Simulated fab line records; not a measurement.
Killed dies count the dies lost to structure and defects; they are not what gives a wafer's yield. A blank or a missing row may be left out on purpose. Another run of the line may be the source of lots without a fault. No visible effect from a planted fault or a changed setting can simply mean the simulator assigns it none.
What tool caused it? / flow n5-finfet / route of 1938 steps, sampled at 1 step: 11 lots, 33 wafers

## WHAT EACH GAUGE READ, for each wafer
N5_SDB_INSPECT_36: inspects for defects (darkfield).
lot=L075; measured=day 4 06:19; on=defect-inspect-02; raw-defect-count=43 63 37
lot=L078; measured=day 5 02:05; on=defect-inspect-02; raw-defect-count=28 21 37
lot=L080; measured=day 5 13:58; on=defect-inspect-02; raw-defect-count=42 73 18
lot=L082; measured=day 5 22:01; on=defect-inspect-01; raw-defect-count=27 47 52
lot=L084; measured=day 6 17:03; on=defect-inspect-01; raw-defect-count=38 36 73
lot=L086; measured=day 7 00:55; on=defect-inspect-02; raw-defect-count=36 63 52
lot=L088; measured=day 7 14:36; on=defect-inspect-02; raw-defect-count=40 37 38
lot=L090; measured=day 8 01:50; on=defect-inspect-01; raw-defect-count=72 18 19
lot=L092; measured=day 8 13:03; on=defect-inspect-01; raw-defect-count=36 51 33
lot=L095; measured=day 9 06:51; on=defect-inspect-01; raw-defect-count=37 37 24
lot=L097; measured=day 9 21:05; on=defect-inspect-01; raw-defect-count=16 19 40

## TOOL THAT RAN EACH LOT (tool first, then ch and the chambers of the sampled wafers, then the start)
The record holds no process step before these readings.

## THE ANSWER, worked out from the rows above alone
Rule: what is usual is taken from the lots themselves. Put in order of their means at a reading, lots are off if they are a third of the lots or fewer, leave a main group of 4 or more, and stand apart from it by a gap of 3 or more times the standard deviation of the main group's means; of several such gaps the widest counts. A main group whose means are all the same, to the digits that the tables above print for the reading, isn't used. A lot without any number at a reading at which 4 lots or more have one is off too. Any other lot the step has rows for is counted as sound.
Across all readings shown, no lot is off: no conclusion can be drawn from this.

## WHAT THE SIMULATOR HAD INSERTED
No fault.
